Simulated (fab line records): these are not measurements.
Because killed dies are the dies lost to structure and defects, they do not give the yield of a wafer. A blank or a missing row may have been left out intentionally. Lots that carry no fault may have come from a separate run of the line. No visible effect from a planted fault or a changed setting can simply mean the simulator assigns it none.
Struck lot and sound lot, side by side    flow n5_finfet    37 steps out of a route of 1938
Sound: the wafers L204.3, L204.4, L204.5. Wafers L212.1, L212.5 were the ones struck. The cause comes at the end.
For every step that has rows: the tool of each side, followed by ch and its chambers, followed by its first start. Under that, the readings that differ: sound wafers    struck wafers    difference of the means    sigmas: that difference in standard deviations of wafers without a fault.
alike: readings whose means differ by less than 2 such deviations, and words and numbers that are the same on both sides. not compared: withheld readings, readings that some wafer has no value for, bounds like >300 that may hide the same value, and numbers for which the record gives no deviation and whose values overlap.
A row with sigmas, a row that says differs or no value, or rows on one side alone: a step with any of these is where the two part. Numbers that don't overlap but have no deviation are shown without sigmas and don't part them. A reading missing from all wafers of one side parts the sides only when that side holds two or more wafers.

first, 9 steps without rows for these wafers: N5_BEOL_M4_ANNEAL_95 (time 240 s); N5_BEOL_M4_SPUTTER_96 (material Cu, target thk 4.5 nm, time 8.29 s); N5_BEOL_M4_ECD_50 (material Cu, target thk 300 nm); N5_BEOL_M4_ANNEAL_51 (time 90 s); N5_BEOL_M4_CMP_52 (polishes, stops on SiOC, t overpolish 6.8 s, target thk 40 nm); N5_BEOL_M4_PRE_CLEAN_60 (time 15 s); N5_BEOL_M4_CO_CAP_55 (material Co, precursor CCTBA/H2, target thk 2 nm, time 102.1 s); N5_BEOL_M4_PRE_CLEAN_56 (time 15 s); N5_BEOL_M4_DEP_57 (deposits SiCN from 3MS/NH3, target thk 8 nm, time 14 s).
N5_BEOL_M4_RC_MEAS_101:
  sound on prober-02 ch 0, day 12 14:14; struck on prober-02 ch 0, day 15 03:20
reading        sound           struck     difference  sigmas
SS_N (mV/dec)  70.9 73.8 73.5  71.0 70.6  -1.9        -3
  alike: DIBL_N, DIBL_P, IOFF_N, IOFF_P, ION_N, ION_P, SS_P, VT_N, VT_P
then, 24 steps without rows for these wafers: N5_BEOL_M5_ILD_DEP_00 (deposits SiCOH lowk from DEMS/porogen, target thk 140.64 nm, time 25.9 s); N5_BEOL_M5_CURE_79 (cures SiCOH lowk, time 240 s); N5_BEOL_M5_PECVD_70 (deposits SiO2 from TEOS/O2, target thk 16 nm, time 18 s); N5_BEOL_M5_HM_DEP_02 (deposits TiN, target thk 20 nm); N5_BEOL_M5_COAT_59 (time 60 s, resist thk 60 nm); N5_BEOL_M5_COAT_60 (time 60 s, resist thk 12 nm); N5_BEOL_M5_COAT_71 (time 60 s, resist thk 5 nm); N5_BEOL_M5_COAT_05 (resist thk 30 nm); N5_BEOL_M5_EBR_07; N5_BEOL_M5_SOFTBAKE_06 (time 60 s); N5_BEOL_M5_EXPOSE_08 (exposes mask M5, target cd 28 nm); N5_BEOL_M5_PEB_09 (peb time 60 s); N5_BEOL_M5_DEVELOP_10 (develop time 30 s); N5_BEOL_M5_DESCUM_16 (chemistry O2, time 7 s); N5_BEOL_M5_ETCH_72 (etches underlayer in N2/H2, target depth 6.5 nm, time 5.2 s); N5_BEOL_M5_ETCH_61 (etches SiARC in CF4, target depth 15.6 nm, time 26 s); N5_BEOL_M5_ETCH_62 (etches SOC in N2/H2, target depth 75 nm, overetch 15 nm, time 112.5 s); N5_BEOL_M5_STRIP_63 (strips in N2/H2); N5_BEOL_M5_STRIP_73 (strips in N2/H2); N5_BEOL_M5_STRIP_64 (strips in CF4); N5_BEOL_M5_HM_OPEN_17 (chemistry Cl2/BCl3, target TiN, target depth 20 nm, overetch 6 nm); N5_BEOL_M5_STRIP_19 (strips in O2); N5_BEOL_M5_COAT_65 (time 60 s, resist thk 60 nm); N5_BEOL_M5_COAT_66 (time 60 s, resist thk 12 nm).
-- the record jumps here: 3 days lie between the struck wafers' starts before and after (it left off in module BEOL_M5 and takes up again in module BEOL_M12, whose first step shown is number 1608 of the route) --
N5_BEOL_M12_EXPOSE_07: exposes mask V11.
  sound on krf_scanner-01 ch 0, day 15 14:43; struck on krf_scanner-02 ch 0, day 18 03:19
reading                           sound           struck     difference  sigmas
model.BEOL_M12.overlay_x_nm (nm)  -1.4 -1.4 -1.4  36.8 36.8  +38.2       
  alike: mask
N5_BEOL_M12_OVL_MEAS_11:
  sound on overlay-01 ch 0, day 15 14:55; struck on overlay-02 ch 0, day 18 03:31
reading       sound   struck  difference  sigmas
V11_OVL (nm)  2 2 -3  37 35   +36         +6
-- a jump in the record: the struck wafers' starts before and after are 3 days apart (it breaks off in module BEOL_M12 and resumes in module PASSIVATION, where the first step shown is number 1936 of the route) --
N5_PASSIVATION_PROBE_49:
  only the struck wafers here have rows in the record (prober-01, day 21 01:47); the sound ones have none

## WHERE THEY PART
Last at N5_PASSIVATION_PROBE_49 as far as this record goes, first at N5_BEOL_M4_RC_MEAS_101.

WHY: the cause the simulator had injected
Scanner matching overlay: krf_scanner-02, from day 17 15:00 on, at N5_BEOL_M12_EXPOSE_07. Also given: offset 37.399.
